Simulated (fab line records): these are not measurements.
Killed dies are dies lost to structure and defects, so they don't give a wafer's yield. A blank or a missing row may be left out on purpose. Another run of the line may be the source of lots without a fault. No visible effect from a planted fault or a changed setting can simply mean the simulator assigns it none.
Which tool was responsible? | flow n5Finfet | 10 lots, 29 wafers sampled, at 4 steps of a route of 1938

WHAT THE GAUGES SHOWED, per wafer
N5_HKMG_FIN_CD_MEAS_12: target cd 92.8 nm.
lot  | measured    | on       | cdNm (nm)
L302 | day 5 03:17 | cdSem-01 | 92.4 92.4 92.0
L303 | day 5 06:46 | cdSem-02 | 92.9 92.4 92.2
L304 | day 5 14:41 | cdSem-02 | 92.4 92.7
L305 | day 5 19:50 | cdSem-02 | 93.4 93.1 93.0
L310 | day 7 06:21 | cdSem-01 | 93.0 93.4 92.9
L313 | day 7 21:39 | cdSem-02 | 95.6 95.0 95.6
L315 | day 8 09:13 | cdSem-01 | 93.7 92.9 93.0
L316 | day 8 14:54 | cdSem-02 | 96.8 96.1 96.6
L317 | day 8 23:04 | cdSem-02 | 92.3 93.4 93.1
L320 | day 9 17:55 | cdSem-02 | 93.2 92.6 93.2

WHICH TOOL RAN EACH LOT (tool, then ch and the chambers of the sampled wafers, then the start)
lot  | N5_HKMG_FIN_ETCH_55              | N5_HKMG_FIN_STRIP_93             | N5_HKMG_FIN_PEB_10
L302 | rieDiel-05 ch 1,2,3, day 5 00:07 | rieDiel-05 ch 1,2,3, day 5 00:46 | lithoTrack-04 ch 0, day 5 03:13
L303 | rieDiel-05 ch 0,1,2, day 5 03:31 | rieDiel-05 ch 0,1,2, day 5 04:09 | lithoTrack-04 ch 0, day 5 06:43
L304 | rieDiel-03 ch 0,1, day 5 11:38   | rieDiel-03 ch 0,1, day 5 12:16   | lithoTrack-03 ch 0, day 5 14:37
L305 | rieDiel-05 ch 0,2, day 5 16:38   | rieDiel-05 ch 0,2, day 5 17:16   | lithoTrack-01 ch 0, day 5 19:46
L310 | rieDiel-03 ch 0,3, day 7 03:17   | rieDiel-03 ch 0,3, day 7 03:56   | lithoTrack-03 ch 0, day 7 06:17
L313 | rieDiel-03 ch 0,1,3, day 7 18:26 | rieDiel-03 ch 0,1,3, day 7 19:05 | lithoTrack-03 ch 0, day 7 21:35
L315 | rieDiel-03 ch 0,3, day 8 05:35   | rieDiel-03 ch 0,3, day 8 06:32   | lithoTrack-04 ch 0, day 8 09:09
L316 | rieDiel-04 ch 0,1,3, day 8 11:50 | rieDiel-04 ch 0,1,3, day 8 12:28 | lithoTrack-03 ch 0, day 8 14:50
L317 | rieDiel-04 ch 0,2,3, day 8 19:53 | rieDiel-04 ch 0,2,3, day 8 20:31 | lithoTrack-01 ch 0, day 8 23:01
L320 | rieDiel-03 ch 0,1, day 9 14:23   | rieDiel-03 ch 0,1, day 9 15:02   | lithoTrack-04 ch 0, day 9 17:51
- N5_HKMG_FIN_ETCH_55: etches SOC in N2/H2, target depth 240 nm, time 300 s.
- N5_HKMG_FIN_STRIP_93: strips SOC in N2/H2, time 20 s.
- N5_HKMG_FIN_PEB_10: peb time 60 s.

WHAT THE TOOLS THEMSELVES READ (means of the sampled wafers that have a number; where no wafer has one, the mark that the record gives instead)
N5_HKMG_FIN_ETCH_55.
lot  | tool       | biasW (W) | drypumpMotorCurrentA (A) | oesProductAu (a.u.) | rfVppV (V) | showerheadPlenumPTorr (Torr) | throttleValvePct (%)
L302 | rieDiel-05 | 149.9     | 5.4                      | 0.89                | 524        | 2.56                         | 18.03
L303 | rieDiel-05 | 149.7     | 5.6                      | 0.82                | 523        | 2.49                         | 18.12
L304 | rieDiel-03 | 149.6     | 5.8                      | 0.72                | 523        | 2.48                         | 17.99
L305 | rieDiel-05 | 150.4     | 5.7                      | 0.76                | 521        | 2.41                         | 18.18
L310 | rieDiel-03 | 150.2     | 5.6                      | 0.73                | 521        | 2.44                         | 18.01
L313 | rieDiel-03 | 149.7     | 5.7                      | 0.69                | 523        | 2.52                         | 17.98
L315 | rieDiel-03 | 150.2     | 5.7                      | 0.71                | 520        | 2.44                         | 18.03
L316 | rieDiel-04 | 149.6     | 6.2                      | 0.84                | 525        | 2.57                         | 18.04
L317 | rieDiel-04 | 149.7     | 6.2                      | 0.82                | 525        | 2.57                         | 18.10
L320 | rieDiel-03 | 150.1     | 5.8                      | 0.88                | 524        | 2.52                         | 17.73

N5_HKMG_FIN_STRIP_93.
lot  | tool       | drypumpMotorCurrentA (A) | oesProductAu (a.u.) | rfVppV (V) | showerheadPlenumPTorr (Torr) | throttleValvePct (%)
L302 | rieDiel-05 | 5.4                      | 0.88                | 53.8       | 3.38                         | 19.46
L303 | rieDiel-05 | 5.6                      | 0.81                | 53.1       | 3.29                         | 19.40
L304 | rieDiel-03 | 5.8                      | 0.71                | 54.2       | 3.29                         | 19.24
L305 | rieDiel-05 | 5.7                      | 0.76                | 54.3       | 3.18                         | 19.42
L310 | rieDiel-03 | 5.7                      | 0.73                | 55.0       | 3.23                         | 19.06
L313 | rieDiel-03 | 5.7                      | 0.69                | 54.1       | 3.33                         | 19.14
L315 | rieDiel-03 | 5.7                      | 0.71                | 53.2       | 3.23                         | 19.07
L316 | rieDiel-04 | 6.2                      | 0.84                | 53.5       | 3.40                         | 19.32
L317 | rieDiel-04 | 6.2                      | 0.82                | 54.1       | 3.39                         | 19.35
L320 | rieDiel-03 | 5.8                      | 0.89                | 54.3       | 3.32                         | 19.08

N5_HKMG_FIN_PEB_10.
lot  | tool          | resistLineTempC (C)
L302 | lithoTrack-04 | 23.03
L303 | lithoTrack-04 | 22.94
L304 | lithoTrack-03 | 22.98
L305 | lithoTrack-01 | 22.89
L310 | lithoTrack-03 | 23.06
L313 | lithoTrack-03 | 22.98
L315 | lithoTrack-04 | 22.99
L316 | lithoTrack-03 | 22.95
L317 | lithoTrack-01 | 22.93
L320 | lithoTrack-04 | 23.14

THE ANSWER, worked out from the rows above alone
Rule: the usual values come from the lots themselves. Put in order of their means at a reading, lots are off if they are a third of the lots or fewer, leave a main group of 4 or more, and stand apart from it by a gap of 3 or more times the standard deviation of the main group's means; of several such gaps the widest counts. Not used: any main group whose means are identical at the precision the tables above print for the reading. Also off: a lot with no number at a reading for which 4 or more lots have one. All remaining lots with rows at the step are treated as sound. Order of review: gauges by route order, followed by the tools' own readings, for which a lot's mean as printed above is used. At the first step where some lot is off, the reading lying furthest off is the one used; lots without a number count as furthest.
Off, at N5_HKMG_FIN_CD_MEAS_12 on cdNm: L313, L316. For the main group the mean is 92.8 nm and the standard deviation 0.33.
A tool fits if, at a process step before that reading, it ran every lot that is off, and no sound lot after the first of them. Those tools and the gauges at N5_HKMG_FIN_CD_MEAS_12 are tried in the same way. One fits: N5_HKMG_FIN_PEB_10 on lithoTrack-03. A fault onset in the window from L310 (day 7 06:17, its last sound lot) to L313 (day 7 21:35, its first lot off) fits.

WHAT THE SIMULATOR HAD INSERTED
Process parameter drift: lithoTrack-03, from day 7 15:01 on, at N5_HKMG_FIN_PEB_10. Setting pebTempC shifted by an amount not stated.
Shown lots that were struck: L313, L316. The rule above reached the same finding.
